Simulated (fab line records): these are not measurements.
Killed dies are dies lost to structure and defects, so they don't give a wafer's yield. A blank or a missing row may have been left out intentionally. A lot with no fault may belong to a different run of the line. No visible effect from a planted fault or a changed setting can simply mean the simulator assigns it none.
Chamber matching ; flow nand_harc ; NHARC_A_CHANNEL_HOLE_D2_DEP_01 on pecvd-01: 3 sister chambers
The step deposits SiON, target thk 140 nm. 14 wafers are shown with their chamber, then 7 later ones without.

## EACH WAFER AND ITS CHAMBER
wafer;chamber;heater_power_w (W)
L077.3;2;737
L077.4;0;759
L077.5;1;579
L083.2;1;711
L083.4;0;798
L083.6;2;688
L084.3;0;708
L084.4;2;632
L084.5;0;702
L088.3;2;730
L088.4;0;748
L088.6;2;756
L091.2;0;662
L091.3;2;710

SIGNATURES (means of the wafers above)
reading;chamber 0;chamber 1;chamber 2;scatter within a chamber
heater_power_w;729.50;645.00;708.83;52.4
Rule: for a wafer and a chamber, the distance is found by dividing, reading by reading, the gap between the wafer's reading and the chamber's mean by the reading's scatter, squaring, summing and taking the root. If the next closest chamber is less than 2 further off than the closest, the wafer can't be placed; otherwise it belongs to the closest. How the scatter is found: for the shown wafers, subtract from each reading the mean of its chamber, square and add these, divide the total by (wafers less chambers), then take the root.

## WAFERS WHOSE CHAMBER IS MISSING
wafer;heater_power_w (W)
L091.5;624
L092.3;688
L092.4;609
L092.5;736
L095.3;658
L095.5;676
L095.6;655

## WHICH CHAMBER EACH ONE RAN IN
wafer;from the rows above;in truth
L091.5;can't be placed: 1 or 2 or 0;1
L092.3;can't be placed: 2 or 0 or 1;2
L092.4;can't be placed: 1 or 2 or 0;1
L092.5;can't be placed: 0 or 2 or 1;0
L095.3;can't be placed: 1 or 2 or 0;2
L095.5;can't be placed: 1 or 2 or 0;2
L095.6;can't be placed: 1 or 2 or 0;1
Placed correctly: 0 of 7. Unplaceable from these rows: 7, with the true chamber sitting among the candidates in 7. Placed wrongly: 0.
